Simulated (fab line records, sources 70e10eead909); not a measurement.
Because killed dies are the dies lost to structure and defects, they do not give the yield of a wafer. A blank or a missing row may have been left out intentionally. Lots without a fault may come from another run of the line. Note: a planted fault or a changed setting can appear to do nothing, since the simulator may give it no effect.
Struck lot and sound lot, side by side -- flow nand-harc -- 15 out of 1302 route steps
Sound: the wafers L895.1, L895.3, L895.4. Struck: wafer L902.3 (left out: L902.6, a lot-mate that was not struck); the cause follows at the end.
Order at every step that has rows: each side's tool, ch and its chambers, its first start. Under that, the readings that differ: sound wafers -- struck wafers -- difference of the means -- sigmas: that difference in standard deviations of wafers without a fault.
alike: a reading whose means differ by less than 2 such deviations, as well as words and numbers matching on both sides. not compared: withheld readings; readings where some wafer has no value; bounds like >300 that might hide an equal value; numbers whose values overlap and for which the record gives no deviation.
Wherever a step has rows on one side only, a row that says differs or no value, or a row with sigmas, the two part there. Numbers that have no deviation but don't overlap get no sigmas and don't part them. Lack of a reading on every wafer of one side parts them only where that side has two or more wafers.

first, 7 steps without rows for these wafers: NHARC_A_BONDPAD_COAT_33 (time 65 s); NHARC_A_BONDPAD_COAT_03 (resist thk 600 nm); NHARC_A_BONDPAD_SOFTBAKE_04 (time 70 s); NHARC_A_BONDPAD_EBR_05; NHARC_A_BONDPAD_EXPOSE_06 (exposes mask A BPAD); NHARC_A_BONDPAD_PEB_07 (peb time 80 s); NHARC_A_BONDPAD_DEVELOP_08 (time 50 s).
NHARC_A_BONDPAD_CD_MEAS_09: target cd 500 nm.
  sound on cd-sem-03 ch 0, day 28 03:35; struck on cd-sem-01 ch 0, day 30 06:43
  alike: cd-nm
NHARC_A_BONDPAD_OVL_MEAS_35:
  struck on overlay-02, day 30 06:48; sound on overlay-02, day 28 03:40
reading,sound,struck,difference,sigmas
overlay-y-nm (nm),8 8 8,-15,-23,-3
  alike: overlay-x-nm
then, 1 step without rows for these wafers: NHARC_A_BONDPAD_HARDBAKE_10 (time 65 s).
NHARC_A_BONDPAD_DESCUM_11: chemistry O2, time 3 s.
  sound on rie-diel-03 ch 0,1,3, day 28 03:48; struck on rie-diel-03 ch 1, day 30 06:55
reading,sound,struck,difference,sigmas
rf-hours-counter-h (h),0 0 0,3,+3,
  alike: drypump-motor-current-A, oes-product-au, rf-vpp-V, showerhead-plenum-p-Torr, throttle-valve-pct
NHARC_A_BONDPAD_ETCH_34: etches the open film in N2/H2, target depth 60 nm, overetch 18 nm, time 65.91 s.
  sound on rie-diel-03 ch 0,2,3, day 28 03:52; struck on rie-diel-03 ch 2, day 30 07:01
reading,sound,struck,difference,sigmas
rf-hours-counter-h (h),0 0 0,3,+3,
  alike: bias-w, drypump-motor-current-A, oes-product-au, rf-vpp-V, run-length-s, showerhead-plenum-p-Torr, throttle-valve-pct
NHARC_A_BONDPAD_ETCH_12: etches the open film in CHF3/O2, target depth 220 nm, time 110 s.
  sound on rie-diel-03 ch 1,2,3, day 28 03:58; struck on rie-diel-03 ch 1, day 30 07:07
reading,sound,struck,difference,sigmas
rf-hours-counter-h (h),1 0 1,3,+2,
run-length-s (s),130.7 130.6 131.7,113.3,-17.7,-47
  alike: drypump-motor-current-A, oes-product-au, rf-vpp-V, showerhead-plenum-p-Torr, throttle-valve-pct
  not compared: bias-w
NHARC_A_BONDPAD_CD_MEAS_13:
  struck on cd-sem-01, day 30 07:14; sound on cd-sem-02, day 28 04:06
  alike: cd-nm
NHARC_END_SORT_01:
  the record has rows for the struck wafers here (prober-01 ch 0, day 31 20:14) and none for the sound ones

## WHERE THEY PART
Earliest at NHARC_A_BONDPAD_OVL_MEAS_35; latest, in this record, at NHARC_END_SORT_01.

WHY: what the simulator had put in
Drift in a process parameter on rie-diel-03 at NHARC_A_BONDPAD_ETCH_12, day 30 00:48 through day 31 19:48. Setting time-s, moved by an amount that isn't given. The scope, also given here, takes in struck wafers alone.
